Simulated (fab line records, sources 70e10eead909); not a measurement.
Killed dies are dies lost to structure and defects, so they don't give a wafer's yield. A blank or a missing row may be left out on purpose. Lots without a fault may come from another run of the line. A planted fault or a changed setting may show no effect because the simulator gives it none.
Which tool did it? | flow nand_harc | 13 lots, 39 wafers sampled, at 5 steps of a route of 1302

WHAT THE GAUGES READ, wafer by wafer
NHARC_A_BONDPAD_THK_MEAS_20: measures by xrf. Usual: thk_nm 169.5 nm, standard deviation 1.3.
lot  | measured     | on            | thk_nm (nm)       | flag
L561 | day 23 07:54 | film_metro-02 | 169.3 171.5 169.3 |
L564 | day 24 02:15 | film_metro-02 | 171.3 168.9 170.7 |
L563 | day 24 08:11 | film_metro-02 | 169.7 169.6 169.6 |
L566 | day 26 00:05 | film_metro-01 | 170.1 170.6 169.2 |
L567 | day 26 01:43 | film_metro-02 | 170.4 169.0 168.7 |
L568 | day 26 10:50 | film_metro-01 | 168.9 166.9 170.2 |
L569 | day 26 09:31 | film_metro-02 | 168.7 170.5 168.1 |
L570 | day 28 00:04 | film_metro-02 | 169.0 171.0 169.0 |
L571 | day 28 01:29 | film_metro-01 | 171.1 170.3 167.8 |
L577 | day 29 15:51 | film_metro-01 | 167.3 170.2       |
L580 | day 31 13:53 | film_metro-01 | 168.9 168.8       |
L582 | day 32 05:29 | film_metro-02 | 169.5 168.4 169.4 |
L583 | day 32 03:35 | film_metro-01 | 169.1 171.0 168.2 |

NHARC_THIN_TSV_THK_MEAS_02: measures by ir. Usual: thk_nm 2950 nm, standard deviation 250.
lot  | measured     | on            | thk_nm (nm)    | flag
L561 | day 23 23:13 | film_metro-02 | 3684 3244 3257 |
L564 | day 24 15:08 | film_metro-01 | 2714 2886 2899 |
L563 | day 24 20:11 | film_metro-01 | 3051 2657 2949 |
L566 | day 26 12:38 | film_metro-02 | 2744 3138 2820 |
L567 | day 26 11:24 | film_metro-02 | 2793 2929 3142 |
L568 | day 26 20:47 | film_metro-01 | 2737 2657 3050 |
L569 | day 26 21:58 | film_metro-02 | 2654 2654 2740 |
L570 | day 28 09:56 | film_metro-01 | 2977 2928 2784 |
L571 | day 28 14:29 | film_metro-02 | 2942 3158 2830 |
L577 | day 30 03:11 | film_metro-01 | 3329 3251      |
L580 | day 32 01:29 | film_metro-02 | 3100 2624      |
L582 | day 32 17:05 | film_metro-02 | 2760 2711 2719 |
L583 | day 32 13:29 | film_metro-02 | 3034 2718 3013 |

NHARC_THIN_TSV_CD_MEAS_33: target cd 5000 nm. Usual: cd_nm 5000.1 nm, standard deviation 1.7.
lot  | measured     | on        | cd_nm (nm)           | flag
L561 | day 24 06:23 | cd_sem-01 | 5001.5 5000.4 5001.2 |
L564 | day 24 22:04 | cd_sem-03 | 5001.8 5000.4 5002.1 |
L563 | day 25 03:13 | cd_sem-02 | 5001.1 4999.3 5000.0 |
L566 | day 26 19:29 | cd_sem-01 | 5002.1 5000.8 5001.1 |
L567 | day 26 18:13 | cd_sem-02 | 4999.8 4998.8 4998.9 |
L568 | day 27 03:36 | cd_sem-02 | 5001.4 5001.5 5001.3 |
L569 | day 27 04:55 | cd_sem-03 | 5001.3 5002.1 5002.0 |
L570 | day 28 16:53 | cd_sem-02 | 4999.9 5000.9 4999.0 |
L571 | day 28 21:35 | cd_sem-01 | 5000.1 5000.3 4998.4 |
L577 | day 30 10:09 | cd_sem-02 | 5001.5 5000.3        |
L580 | day 32 09:19 | cd_sem-02 | 4998.9 5000.1        |
L582 | day 33 00:06 | cd_sem-02 | 4998.4 4998.9 4998.1 |
L583 | day 32 20:34 | cd_sem-01 | 5003.4 5000.6 5000.2 |

NHARC_END_SORT_01. Usual: defect_limited_yield 91.6 %, standard deviation 2.6; killed_at_array 51, standard deviation 17; killed_at_other 1.6, standard deviation 2.1; killed_at_periphery 4, standard deviation 3.2; killed_dies 57, standard deviation 18; killed_open 2.9, standard deviation 1.7; killed_short 2.3, standard deviation 1.3; sort_bin_2_pct 3.0 %, standard deviation 1.2; sort_bin_3_pct 0.7 %, standard deviation 0.43; sort_bin_4_pct 4.7 %, standard deviation 1.4; sort_n_pass 620, standard deviation 18; sort_rim_yield_pct 87 %, standard deviation 4.8; sort_yield_pct 91.6 %, standard deviation 2.6.
lot  | measured     | on        | defect_limited_yield (%) | killed_at_array | killed_at_other | killed_at_periphery | killed_dies | killed_open | killed_short | sort_bin_2_pct (%) | sort_bin_3_pct (%) | sort_bin_4_pct (%) | sort_n_pass | sort_rim_yield_pct (%) | sort_yield_pct (%) | flag
L577 | day 30 20:04 | prober-02 | 0 89.2 90.8              | 62 69 61        | 5 3 1           | 610 1 0             | 677 73 62   | 3 2 1       | 1 1 3        | 93.5 4.7 3.1       | 1.5 0.4 0.9        | 5.0 5.6 5.2        | 0 604 615   | 0 79 85                | 0 89.2 90.8        | OFF
L580 | day 32 18:28 | prober-01 | 0 91.6 91.1              | 54 50 49        | 6 5 6           | 617 2 5             | 677 57 60   | 2 1 3       | 2 3 1        | 93.2 3.0 2.8       | 1.2 0.4 0.9        | 5.6 5.0 5.2        | 0 620 617   | 0 88 86                | 0 91.6 91.1        | OFF

WHICH TOOL RAN EACH LOT (tool, then ch and the chambers of the sampled wafers, then the start)
lot  | NHARC_P_M0_PVD_21
L561 | pvd_sputter-01, day 5 23:43
L564 | pvd_sputter-01, day 7 07:46
L563 | pvd_sputter-02, day 7 08:40
L566 | pvd_sputter-03, day 8 06:07
L567 | pvd_sputter-02, day 8 11:38
L568 | pvd_sputter-01, day 9 06:06
L569 | pvd_sputter-02, day 9 06:22
L570 | pvd_sputter-01, day 9 19:23
L571 | pvd_sputter-02, day 10 06:45
L577 | pvd_sputter-03, day 13 04:10
L580 | pvd_sputter-03, day 14 01:11
L582 | pvd_sputter-01, day 15 05:47
L583 | pvd_sputter-01, day 15 09:21
- NHARC_P_M0_PVD_21: deposits Cu, target thk 30 nm, time 20.49 s.

WHAT THE TOOLS THEMSELVES READ (means of the sampled wafers that have a number; where no wafer has one, the mark that the record gives instead)
NHARC_P_M0_PVD_21. Usual: chamber_pressure_pa 5.000 Pa, standard deviation 0.0098; throttle_valve_pct 30.1 %, standard deviation 1.3.
lot  | tool           | chamber_pressure_pa (Pa) | throttle_valve_pct (%) | flag
L561 | pvd_sputter-01 | 4.996                    | 30.6                   |
L564 | pvd_sputter-01 | 4.998                    | 30.8                   |
L563 | pvd_sputter-02 | 4.995                    | 29.5                   |
L566 | pvd_sputter-03 | 4.998                    | 30.5                   |
L567 | pvd_sputter-02 | 4.992                    | 28.5                   |
L568 | pvd_sputter-01 | 4.995                    | 30.5                   |
L569 | pvd_sputter-02 | 5.004                    | 28.4                   |
L570 | pvd_sputter-01 | 5.009                    | 30.2                   |
L571 | pvd_sputter-02 | 4.997                    | 29.8                   |
L577 | pvd_sputter-03 | 4.998                    | 30.4                   |
L580 | pvd_sputter-03 | 4.997                    | 31.3                   |
L582 | pvd_sputter-01 | 5.012                    | 30.1                   |
L583 | pvd_sputter-01 | 5.011                    | 30.3                   |

THE ANSWER, worked out from the rows above alone
Rule: a lot is off if the mean of its wafers that have a number lies more than 3 standard deviations from the usual mean. A lot without any number at a reading at which 4 lots or more have one is off too. The other lots that the step has rows for count as sound. The gauges are gone through in route order, then the tools' own readings, and for those a lot's mean is taken as printed above. The first step at which some lot is off is used, and at that step the reading that is off furthest; a lot without a number counts as furthest.
Off: L577, L580, at NHARC_END_SORT_01 (killed_at_periphery). Neither off nor sound, because the step has no rows for them: L561, L564, L563, L566, L567, L568, L569, L570, L571, L582, L583.
A tool fits if, at a process step before that reading, it ran every lot that is off, and no sound lot after the first of them. The gauges at NHARC_END_SORT_01 are tried like those tools. One fits: pvd_sputter-03 at NHARC_P_M0_PVD_21. It ran no sound lot before its first lot that is off in this sample, so the start can't be narrowed down.

WHAT THE SIMULATOR HAD PUT IN
Process parameter drift: pvd_sputter-03, from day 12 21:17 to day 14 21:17, at NHARC_P_M0_PVD_21. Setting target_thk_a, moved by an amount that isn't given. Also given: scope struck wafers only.
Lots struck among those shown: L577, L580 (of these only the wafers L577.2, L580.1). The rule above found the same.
